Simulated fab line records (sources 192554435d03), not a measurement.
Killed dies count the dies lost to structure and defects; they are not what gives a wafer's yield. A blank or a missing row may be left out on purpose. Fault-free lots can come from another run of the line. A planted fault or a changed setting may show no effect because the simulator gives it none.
Matching of chambers -- flow n5Finfet -- N5_FIN_SAQP_ETCH_52 on rieDiel-06 has 4 sister chambers
The step etches SOC in N2/H2, target depth 100 nm, overetch 20 nm, time 150 s. 8 wafers are shown with their chamber, then 11 later ones without.

WAFERS WITH THEIR CHAMBER
wafer,chamber,drypumpMotorCurrentA (A),throttleValvePct (%)
L074.3,0,5.2,17.78
L083.5,3,6.7,18.10
L085.2,2,5.4,18.13
L085.5,1,4.9,17.80
L087.2,2,5.4,18.13
L087.3,3,6.7,18.12
L087.4,1,4.8,17.81
L091.2,0,5.2,17.85

WAFERS WHOSE CHAMBER IS MISSING
wafer,drypumpMotorCurrentA (A),throttleValvePct (%)
L091.4,4.8,17.82
L091.5,4.8,17.82
L092.1,5.2,17.85
L092.4,5.4,18.17
L092.6,4.8,17.84
L094.1,5.4,18.18
L094.2,4.9,17.85
L094.5,5.2,17.87
L095.2,5.1,17.86
L095.3,5.4,18.17
L095.5,5.4,18.17

EACH ONE'S CHAMBER
wafer,from the rows above,in truth
L091.4,1,1
L091.5,1,1
L092.1,0,0
L092.4,2,2
L092.6,1,1
L094.1,2,2
L094.2,1,1
L094.5,0,0
L095.2,0,0
L095.3,2,2
L095.5,2,2
Correctly placed: 11 of 11. Can't be placed from these rows: 0. Placed wrongly: 0.
How it was worked out, from the rows above alone: a wafer's distance from a chamber is the root of the sum, over the readings, of the square of ((its reading less the chamber's mean) divided by the reading's scatter). The wafer belongs to the nearest chamber; if the next one is less than 2 further off, it can't be placed. A chamber's mean is the mean of its shown wafers. The scatter is the square root of a quotient: the sum, over the shown wafers, of each reading's squared deviation from its chamber's mean, divided by wafers minus chambers.
